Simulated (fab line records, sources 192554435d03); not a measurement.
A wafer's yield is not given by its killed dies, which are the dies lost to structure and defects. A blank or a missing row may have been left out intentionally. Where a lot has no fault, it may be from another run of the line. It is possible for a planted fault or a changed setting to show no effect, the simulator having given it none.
Which tool did it?	flow n5-finfet	Sampling: 10 lots, 30 wafers, 5 of 1938 route steps

## WHAT THE GAUGES READ, wafer by wafer
N5_BEOL_M4_RC_MEAS_101.
lot	measured	on	DIBL_N (mV/V)	DIBL_P (mV/V)	IOFF_N (nA/um)	IOFF_P (nA/um)	ION_N (uA/um)	ION_P (uA/um)	SS_N (mV/dec)	SS_P (mV/dec)	VT_N (mV)	VT_P (mV)
L127	day 7 14:26	prober-02	36.5 36.3 37.5	36.8 36.4 37.9	0.157 0.153 0.178	0.199 0.198 0.220	672 673 685	464 459 469	71.7 71.1 71.9	72.9 73.6 72.6	250.5 251.6 249.3	-252 -250 -250
L129	day 7 20:34	prober-02	35.9 35.5 35.7	36.3 36.4 36.2	0.161 0.155 0.155	0.233 0.227 0.229	680 690 681	471 476 472	71.5 70.4 70.8	73.6 72.9 73.7	247.7 246.8 246.7	-247 -247 -248
L130	day 8 20:08	prober-01	34.5 34.6 34.0	35.1 34.9 34.1	0.138 0.140 0.121	0.196 0.194 0.177	682 670 664	470 465 456	70.4 70.7 70.3	73.4 72.7 72.9	250.0 251.1 253.0	-249 -251 -254
L135	day 10 17:23	prober-02	35.4 36.1 35.5	35.1 35.5 35.5	0.155 0.165 0.158	0.235 0.245 0.257	679 683 671	473 477 474	71.8 71.8 71.6	73.3 73.4 73.4	247.3 248.0 248.7	-246 -244 -244
L137	day 11 05:05	prober-01	34.4 36.1 37.6	33.4 36.1 37.4	0.117 0.154 0.181	0.192 0.227 0.253	669 680 684	470 474 470	70.6 71.4 71.6	72.5 73.4 74.0	253.2 250.9 246.6	-245 -247 -247
L142	day 12 01:39	prober-01	37.0 36.3 36.7	37.8 37.1 37.1	0.187 0.175 0.172	0.269 0.266 0.257	680 696 686	469 479 478	71.5 71.9 71.8	74.1 73.7 73.1	245.6 247.8 245.8	-244 -247 -246
L145	day 12 18:44	prober-02	36.5 35.7 36.0	37.6 36.6 37.3	0.155 0.142 0.145	0.216 0.194 0.219	672 676 676	464 464 463	70.9 71.5 71.8	73.4 73.3 73.5	250.2 251.9 251.1	-248 -251 -248
L146	day 12 20:55	prober-02	35.8 35.6 34.0	36.8 36.4 34.9	0.170 0.158 0.139	0.225 0.217 0.197	678 681 679	472 469 467	71.5 71.2 70.5	73.3 73.2 73.4	245.8 249.6 247.4	-248 -248 -249
L144	day 13 04:23	prober-02	38.3 38.5 37.0	36.4 36.8 35.2	0.164 0.166 0.143	0.178 0.186 0.159	679 676 678	460 451 459	70.9 71.7 71.3	73.2 73.6 72.5	250.1 251.8 249.1	-255 -254 -256
L149	day 14 17:31	prober-02	36.7 36.6 37.7	36.1 35.9 38.0	0.170 0.166 0.184	0.206 0.199 0.240	676 676 690	466 461 471	71.5 70.6 72.1	73.0 73.5 73.9	247.0 250.3 245.6	-251 -252 -249

## EACH LOT AND THE TOOL THAT RAN IT (in order: tool; ch and the chambers of the sampled wafers; start)
lot	N5_BEOL_M4_STRIP_97	N5_BEOL_M4_ANNEAL_80	N5_BEOL_M4_SPUTTER_86	N5_BEOL_M4_ANNEAL_93
L127	rie-diel-01 ch 0,2,3, day 7 09:35 or earlier	pvd-sputter-01, day 7 09:35	pvd-sputter-01, day 7 10:19	pvd-sputter-01, day 7 11:47
L129	rie-diel-04 ch 0,2,3, day 7 17:52 or earlier	pvd-sputter-03, day 7 17:52	pvd-sputter-03, day 7 18:13	pvd-sputter-03, day 7 18:58
L130	rie-diel-04 ch 1,2, day 8 17:07 or earlier	pvd-sputter-02, day 8 17:07	pvd-sputter-02, day 8 17:29	pvd-sputter-02, day 8 18:13
L135	rie-diel-01 ch 0,1,2, day 10 14:31 or earlier	pvd-sputter-03, day 10 14:31	pvd-sputter-03, day 10 14:52	pvd-sputter-03, day 10 15:37
L137	rie-diel-02 ch 0,1,2, day 11 00:49 or earlier	pvd-sputter-01, day 11 00:49	pvd-sputter-01, day 11 01:32	pvd-sputter-01, day 11 03:01
L142	rie-diel-04 ch 0,1,2, day 11 22:32 or earlier	pvd-sputter-02, day 11 22:32	pvd-sputter-02, day 11 22:54	pvd-sputter-02, day 11 23:38
L145	rie-diel-04 ch 1,3, day 12 16:00 or earlier	pvd-sputter-01, day 12 16:00	pvd-sputter-01, day 12 16:22	pvd-sputter-01, day 12 17:06
L146	rie-diel-01 ch 2,3, day 12 18:20 or earlier	pvd-sputter-01, day 12 18:20	pvd-sputter-01, day 12 18:41	pvd-sputter-01, day 12 19:26
L144	rie-diel-01 ch 0,2, day 13 01:50 or earlier	pvd-sputter-01, day 13 01:50	pvd-sputter-01, day 13 02:11	pvd-sputter-01, day 13 02:56
L149	rie-diel-01 ch 0,1,2, day 14 14:32 or earlier	pvd-sputter-03, day 14 14:32	pvd-sputter-03, day 14 14:52	pvd-sputter-03, day 14 15:38
- N5_BEOL_M4_STRIP_97: strips in N2/H2, time 10 s.
- N5_BEOL_M4_ANNEAL_80: time 240 s.
- N5_BEOL_M4_SPUTTER_86: material Cu, target thk 4.5 nm, time 8.29 s.
- N5_BEOL_M4_ANNEAL_93: time 240 s.

## AS READ BY THE TOOLS THEMSELVES (means over the sampled wafers that have a number; for cases with no such wafer, the mark the record gives instead)
N5_BEOL_M4_STRIP_97.
lot	tool	drypump-motor-current-A (A)	oes-product-au (a.u.)	rf-vpp-V (V)	showerhead-plenum-p-Torr (Torr)	throttle-valve-pct (%)
L127	rie-diel-01	5.7	0.89	59.4	2.62	23.37
L129	rie-diel-04	5.6	0.82	58.9	2.55	23.57
L130	rie-diel-04	5.4	0.87	59.1	2.55	23.72
L135	rie-diel-01	5.8	0.79	59.6	2.65	23.55
L137	rie-diel-02	5.3	0.74	60.0	2.56	23.83
L142	rie-diel-04	5.5	0.80	59.1	2.51	23.70
L145	rie-diel-04	5.5	0.82	59.3	2.53	23.66
L146	rie-diel-01	5.9	0.83	58.9	2.60	23.42
L144	rie-diel-01	5.6	0.83	59.5	2.67	23.45
L149	rie-diel-01	5.8	0.86	58.8	2.64	23.47

N5_BEOL_M4_ANNEAL_80.
lot	tool	heater-power-w (W)
L127	pvd-sputter-01	769
L129	pvd-sputter-03	818
L130	pvd-sputter-02	859
L135	pvd-sputter-03	871
L137	pvd-sputter-01	760
L142	pvd-sputter-02	773
L145	pvd-sputter-01	845
L146	pvd-sputter-01	837
L144	pvd-sputter-01	774
L149	pvd-sputter-03	852

N5_BEOL_M4_SPUTTER_86.
lot	tool	chamber-pressure-pa (Pa)	chuck-gas-flow-sccm (sccm)	throttle-valve-pct (%)
L127	pvd-sputter-01	0.07014	1.28	29.8
L129	pvd-sputter-03	0.07020	1.30	30.4
L130	pvd-sputter-02	0.07004	1.26	31.5
L135	pvd-sputter-03	-	-	-
L137	pvd-sputter-01	-	-	-
L142	pvd-sputter-02	0.07011	1.25	30.6
L145	pvd-sputter-01	0.07011	1.32	31.0
L146	pvd-sputter-01	0.06991	1.25	29.0
L144	pvd-sputter-01	0.06999	1.27	30.7
L149	pvd-sputter-03	0.06999	1.25	30.4

N5_BEOL_M4_ANNEAL_93.
lot	tool	heater-power-w (W)
L127	pvd-sputter-01	762
L129	pvd-sputter-03	812
L130	pvd-sputter-02	866
L135	pvd-sputter-03	860
L137	pvd-sputter-01	770
L142	pvd-sputter-02	775
L145	pvd-sputter-01	852
L146	pvd-sputter-01	839
L144	pvd-sputter-01	776
L149	pvd-sputter-03	856

## THE ANSWER, worked out from the rows above alone
Rule: usual is defined by the lots themselves. Put in order of their means at a reading, lots are off if they are a third of the lots or fewer, leave a main group of 4 or more, and stand apart from it by a gap of 3 or more times the standard deviation of the main group's means; of several such gaps the widest counts. If all means in a main group match to the digits the tables above print for the reading, that group is not used. A lot without any number at a reading at which 4 lots or more have one is off too. The other lots that the step has rows for count as sound. The gauges are gone through in route order, then the tools' own readings, and for those a lot's mean is taken as printed above. At the first step where some lot is off, the reading lying furthest off is the one used; lots without a number count as furthest.
Off at N5_BEOL_M4_SPUTTER_86 (chamber-pressure-pa): L135, L137. Without a number there: L135, L137. For the main group the mean is 0.07006 Pa and the standard deviation 8.9e-05.
A tool fits if, at that step or a process step before it, it ran every lot that is off, and no sound lot after the first of them. N5_BEOL_M4_STRIP_97 gives no start for some lots, so the hours and the order of its lots are those of N5_BEOL_M4_ANNEAL_80. Not one of the candidates tried fits.

## WHAT THE SIMULATOR HAD PUT IN
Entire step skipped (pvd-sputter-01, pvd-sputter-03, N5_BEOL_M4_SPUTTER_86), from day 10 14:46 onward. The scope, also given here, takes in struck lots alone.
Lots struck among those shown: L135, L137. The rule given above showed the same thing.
